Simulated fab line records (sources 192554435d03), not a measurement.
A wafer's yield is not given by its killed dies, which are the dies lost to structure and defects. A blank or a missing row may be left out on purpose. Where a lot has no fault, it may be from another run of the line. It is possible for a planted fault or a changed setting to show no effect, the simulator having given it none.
Which of the tools did it? ; flow n5Finfet ; route of 1938 steps, sampled at 1 step: 12 lots, 36 wafers

## WHAT EACH GAUGE READ, for each wafer
N5_BEOL_M0_SAQP_CD_MEAS_25: target cd 13.1 nm.
lot;measured;on;cdNm (nm)
L075;day 5 18:43;cdSem-01;12.98 12.83 12.99
L077;day 6 12:08;cdSem-02;12.95 12.99 12.80
L079;day 7 03:01;cdSem-01;12.60 12.82 12.44
L081;day 7 08:38;cdSem-01;13.07 13.00 12.93
L083;day 7 20:45;cdSem-03;12.75 12.56 12.71
L085;day 8 14:25;cdSem-01;12.63 12.66 12.67
L087;day 8 23:44;cdSem-01;12.59 13.05 12.76
L089;day 9 11:57;cdSem-01;12.71 12.84 12.78
L091;day 10 00:00;cdSem-03;12.89 12.88 13.16
L093;day 10 10:19;cdSem-01;12.87 12.77 12.48
L095;day 10 20:13;cdSem-01;12.94 12.55 12.82
L097;day 11 04:47;cdSem-01;12.69 12.90 12.82

## WHAT TOOL EACH LOT RAN ON (gives the tool, then ch and the chambers of the sampled wafers, and finally the start)
There is no process step in the record ahead of these readings.

## THE ANSWER, worked out from the rows above alone
Rule: the usual values come from the lots themselves. Put in order of their means at a reading, lots are off if they are a third of the lots or fewer, leave a main group of 4 or more, and stand apart from it by a gap of 3 or more times the standard deviation of the main group's means; of several such gaps the widest counts. Not used: any main group whose means are identical at the precision the tables above print for the reading. Also off: a lot with no number at a reading for which 4 or more lots have one. Where the step has rows for the other lots, those lots are counted as sound.
No lot is off at any reading shown: from this, nothing can be told.

## WHAT THE SIMULATOR HAD INSERTED
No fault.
